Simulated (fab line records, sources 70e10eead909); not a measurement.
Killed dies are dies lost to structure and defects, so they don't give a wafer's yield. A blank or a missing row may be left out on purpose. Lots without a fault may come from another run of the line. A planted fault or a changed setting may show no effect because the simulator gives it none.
Chamber matching | flow nand_harc | NHARC_A_STAIRCASE_ETCH_169 on rie_diel-01: 4 sister chambers
The step etches the open film in CH3F/O2, target depth 50 nm, time 107.1 s. 8 wafers are shown with their chamber, then 10 later ones without.

WAFERS WITH THEIR CHAMBER
wafer  | chamber | drypump_motor_current_A (A) | throttle_valve_pct (%)
L077.3 | 1       | 5.9                         | 20.654
L084.4 | 2       | 5.6                         | 20.667
L087.6 | 3       | 6.1                         | 20.668
L091.4 | 2       | 5.7                         | 20.675
L091.5 | 0       | 5.4                         | 20.658
L091.6 | 3       | 6.1                         | 20.648
L090.3 | 1       | 5.9                         | 20.652
L090.5 | 0       | 5.4                         | 20.651

WAFERS WITHOUT THEIR CHAMBER
wafer  | drypump_motor_current_A (A) | throttle_valve_pct (%)
L090.6 | 6.1                         | 20.664
L092.3 | 5.9                         | 20.659
L092.4 | 5.7                         | 20.654
L092.6 | 5.4                         | 20.665
L094.4 | 6.1                         | 20.656
L094.5 | 5.7                         | 20.650
L094.6 | 5.9                         | 20.672
L095.1 | 5.6                         | 20.653
L095.5 | 5.4                         | 20.663
L095.6 | 6.1                         | 20.666

WHICH CHAMBER EACH WENT THROUGH
wafer  | from the rows above | in truth
L090.6 | 3                   | 3
L092.3 | 1                   | 1
L092.4 | 2                   | 2
L092.6 | 0                   | 0
L094.4 | 3                   | 3
L094.5 | 2                   | 2
L094.6 | 1                   | 1
L095.1 | 2                   | 2
L095.5 | 0                   | 0
L095.6 | 3                   | 3
Placed correctly: 10 of 10. Can't be placed from these rows: 0. Placed wrongly: 0.
How it was worked out, from the rows above alone: a wafer's distance from a chamber is the root of the sum, over the readings, of the square of ((its reading less the chamber's mean) divided by the reading's scatter). The wafer belongs to the nearest chamber; if the next one is less than 2 further off, it can't be placed. A chamber's mean is the mean of its shown wafers. The scatter: the root of (the sum of the squares of (reading less its chamber's mean) over the shown wafers, divided by (wafers less chambers)).
